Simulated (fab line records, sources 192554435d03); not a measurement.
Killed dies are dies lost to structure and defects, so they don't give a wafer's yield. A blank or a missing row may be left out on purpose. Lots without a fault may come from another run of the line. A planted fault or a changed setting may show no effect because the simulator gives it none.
Chamber matching | flow n5_finfet | N5_HKMG_FIN_ETCH_67 on rie_diel-06: 4 sister chambers
The step etches SOC in N2/H2, stops on TiN, target depth 388.9 nm. 4 wafers are shown with their chamber, then 8 later ones without.

WAFERS WITH THEIR CHAMBER
wafer  | chamber | throttle_valve_pct (%)
L084.3 | 2       | 18.22
L084.4 | 1       | 17.49
L084.5 | 3       | 18.31
L087.3 | 0       | 17.95

WAFERS WITHOUT THEIR CHAMBER
wafer  | throttle_valve_pct (%)
L087.4 | 18.25
L087.6 | 17.51
L094.1 | 18.35
L094.4 | 17.53
L094.6 | 18.36
L096.2 | 17.74
L096.3 | 17.56
L096.4 | 17.98

WHICH CHAMBER EACH WENT THROUGH
wafer  | from the rows above     | in truth
L087.4 | can't be placed: 2 or 3 | 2
L087.6 | 1                       | 1
L094.1 | can't be placed: 3 or 2 | 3
L094.4 | 1                       | 1
L094.6 | can't be placed: 3 or 2 | 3
L096.2 | can't be placed: 0 or 1 | 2
L096.3 | 1                       | 1
L096.4 | 0                       | 0
Placed correctly: 4 of 8. Can't be placed from these rows: 4 (the true chamber is among the candidates in 3). Placed wrongly: 0.
How it was worked out, from the rows above alone: a wafer's distance from a chamber is the root of the sum, over the readings, of the square of ((its reading less the chamber's mean) divided by the reading's scatter). The wafer belongs to the nearest chamber; if the next one is less than 2 further off, it can't be placed. A chamber's mean is the mean of its shown wafers. The scatter: with one shown wafer a chamber, the root of the mean of the squares of how far each hidden wafer lies from its nearest shown one.
